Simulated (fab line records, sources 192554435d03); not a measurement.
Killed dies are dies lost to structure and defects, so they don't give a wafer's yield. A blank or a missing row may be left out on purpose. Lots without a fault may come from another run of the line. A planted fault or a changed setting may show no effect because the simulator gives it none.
A struck lot beside a sound one | flow n5_finfet | 15 steps out of a route of 1938
Sound: wafers L789.2, L789.4, L789.6. Struck: wafers L796.2, L796.3, L796.6. The cause comes at the end.
At each step with rows: each side's tool, then ch and its chambers, then its first start. Under that, the readings that differ: sound wafers | struck wafers | difference of the means | sigmas: that difference in standard deviations of wafers without a fault.
alike: readings whose means differ by less than 2 such deviations, and words and numbers that are the same on both sides. not compared: withheld readings, readings that some wafer has no value for, bounds like >300 that may hide the same value, and numbers for which the record gives no deviation and whose values overlap.
The two part at a step that has a row with sigmas, a row that says differs or no value, or rows on one side only. Numbers that don't overlap but have no deviation are shown without sigmas and don't part them. A reading that every wafer of one side lacks parts them only if that side has two wafers or more.

N5_BEOL_M15_SPUTTER_45: material Cu, target thk 100 nm, time 16.67 s.
  sound on pvd_sputter-03, day 13 15:55; struck on pvd_sputter-03, day 16 12:16
  alike: bias_v, chamber_pressure_pa, throttle_valve_pct
then, 1 step without rows for these wafers: N5_BEOL_M15_ECD_47 (material Cu, target thk 1860 nm).
N5_BEOL_M15_ANNEAL_48: time 90 s.
  sound on rtp_anneal-02 ch 0, day 13 17:01; struck on rtp_anneal-01 ch 0, day 16 13:24
  alike: wafer_temp_C_max
N5_BEOL_M15_CMP_49: polishes, stops on SiO2, t overpolish 4.9 s, target thk 850 nm.
  sound on cmp-04 ch 1,2,3, day 13 17:20; struck on cmp-04 ch 0,1,2, day 16 13:42
  alike: barrier_field_endpoint_s, motor_current_A, overpolish_run_s, retaining_ring_pressure_frac
N5_BEOL_M15_THK_MEAS_50: measures by xrf.
  sound on film_metro-02, day 13 17:34; struck on film_metro-01, day 16 13:58
  alike: M15_THK
then, 2 steps without rows for these wafers: N5_BEOL_M15_PRE_CLEAN_52 (time 15 s); N5_BEOL_M15_DEP_53 (deposits SiCN from 3MS/NH3, target thk 50 nm, time 17.8 s).
N5_BEOL_M15_RS_MEAS_54: measures by four-point-probe.
  sound on film_metro-01, day 13 17:41; struck on film_metro-02, day 16 14:05
  alike: M15_RS
N5_BEOL_M15_INSPECT_55: inspects for defects (darkfield).
  sound on defect_inspect-02, day 13 17:43; struck on defect_inspect-01, day 16 14:07
  alike: raw_defect_count
N5_BEOL_M15_RC_MEAS_101:
  sound on prober-01 ch 0, day 13 17:53; struck on prober-01 ch 0, day 16 14:18
  reading        | sound                   | struck                | difference | sigmas
  COMB_M15 (S/m) | 2.6e-12 2.8e-12 2.9e-12 | 3.8e-12 5e-12 3.8e-12 | +1.4e-12   | +3
  alike: COMB_M10, COMB_M11, COMB_M12, COMB_M13, COMB_M14, COMB_M5, COMB_M6, COMB_M7, COMB_M8, COMB_M8_max_site, COMB_M9, SERP_M10, SERP_M11, SERP_M12, SERP_M13, SERP_M14, SERP_M14_max_site, SERP_M5, SERP_M6, SERP_M7, SERP_M8, SERP_M8_max_site, SERP_M9
then, 1 step without rows for these wafers: N5_PASSIVATION_PECVD_00 (deposits SiO2 from SiH4/N2O, target thk 200 nm, time 11.2 s).
N5_MIM_BOT_DEGAS_01: time 60 s.
  sound on pvd_sputter-02, day 13 19:25; struck on pvd_sputter-02, day 16 15:27
  alike: heater_power_w
N5_MIM_BOT_SPUTTER_00: material TiN, target thk 35 nm, time 89.7 s.
  sound on pvd_sputter-02, day 13 19:28; struck on pvd_sputter-02, day 16 15:29
  reading                                     | sound                | struck               | difference | sigmas
  chamber_pressure_pa (Pa)                    | 0.4997 0.5002 0.4997 | 0.6023 0.6056 0.6027 | +0.1037    | +99 or more
  model.TiN_of_MIM_BOT_SPUTTER_00.thk_nm (nm) | 34.6 34.8 35.2       | 33.6 33 33.6         | -1.5       |
  alike: throttle_valve_pct
N5_MIM_TOP_ALD_00: deposits Al2O3, purge time 3 s, co reactant pulse time 3 s.
  sound on ald_hk-01 ch 0,1, day 13 19:34; struck on ald_hk-03 ch 0,2,3, day 16 15:35
  alike: precursor_pulse_height_rel
N5_PASSIVATION_PROBE_49:
  the record has rows for the struck wafers here (prober-02, day 17 06:42) and none for the sound ones

WHERE THEY PART
First at N5_BEOL_M15_RC_MEAS_101; last, within this record, at N5_PASSIVATION_PROBE_49.

WHY: what the simulator had put in
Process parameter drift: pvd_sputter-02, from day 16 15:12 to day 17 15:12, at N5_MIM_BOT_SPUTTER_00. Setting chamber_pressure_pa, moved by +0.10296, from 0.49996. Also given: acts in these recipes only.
